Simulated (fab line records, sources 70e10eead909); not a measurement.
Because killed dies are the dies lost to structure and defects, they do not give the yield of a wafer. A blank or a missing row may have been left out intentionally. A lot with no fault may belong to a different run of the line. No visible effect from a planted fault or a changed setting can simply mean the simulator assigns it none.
A lot that was struck, set against a sound lot + flow nandHarc + 13 out of 1302 route steps
Sound: the wafers L871.2, L871.3, L871.4. The struck wafers were L856.1, L856.3, L856.6. The cause is named last.
Order at every step that has rows: each side's tool, ch and its chambers, its first start. Under that, the readings that differ: sound wafers + struck wafers + difference of the means + sigmas: that difference in standard deviations of wafers without a fault.
alike: words and numbers the same on both sides, and readings whose means are apart by under 2 such deviations; not compared: readings that were withheld, readings missing a value for some wafer, numbers with overlapping values and no deviation given by the record, and bounds like >300 which may hide the same value.
Wherever a step has rows on one side only, a row that says differs or no value, or a row with sigmas, the two part there. Non-overlapping numbers with no deviation appear without sigmas and do not part them. Lack of a reading on every wafer of one side parts them only where that side has two or more wafers.

NHARC_P_CONTACT_DEP_00: deposits SiO2, target thk 500 nm.
  sound on pecvd-04 ch 0,1; struck on pecvd-04 ch 0,2, day 6 15:31
  alike: heaterPowerOuterW, heaterPowerW, showerheadVppV, throttleValvePct
NHARC_P_CONTACT_CMP_01: polishes SiO2, target thk 200 nm.
  sound on cmp-02 ch 0,1,3, day 12 22:26; struck on cmp-01 ch 0,1,2, day 6 16:06
  alike: edgeZonePressureFrac, motorCurrentA
then, 9 steps without rows for these wafers: NHARC_P_CONTACT_SRD_03; NHARC_P_CONTACT_DEHYDRATE_04 (time 120 s); NHARC_P_CONTACT_HMDS_05 (time 30 s); NHARC_P_CONTACT_COAT_33 (time 75 s); NHARC_P_CONTACT_COAT_34 (time 65 s); NHARC_P_CONTACT_COAT_06 (resist thk 90 nm); NHARC_P_CONTACT_SOFTBAKE_07 (time 55 s); NHARC_P_CONTACT_EBR_08; NHARC_P_CONTACT_EXPOSE_09 (exposes mask P CA, target cd 90 nm).
NHARC_P_CONTACT_PEB_10: peb time 65 s.
  struck on lithoTrack-01, day 6 16:41; sound on lithoTrack-06 ch 0, day 12 23:11
  no value came back on the struck wafers for chillPlateTempC (C), exhaustPa (Pa); on the sound wafers chillPlateTempC (C) reads 22.81 22.91 22.85
then, 1 step without rows for these wafers: NHARC_P_CONTACT_DEVELOP_11 (develop time 35 s).

== WHERE THEY PART ==
Within this record, at NHARC_P_CONTACT_PEB_10 only.

WHY: whatever the simulator had introduced
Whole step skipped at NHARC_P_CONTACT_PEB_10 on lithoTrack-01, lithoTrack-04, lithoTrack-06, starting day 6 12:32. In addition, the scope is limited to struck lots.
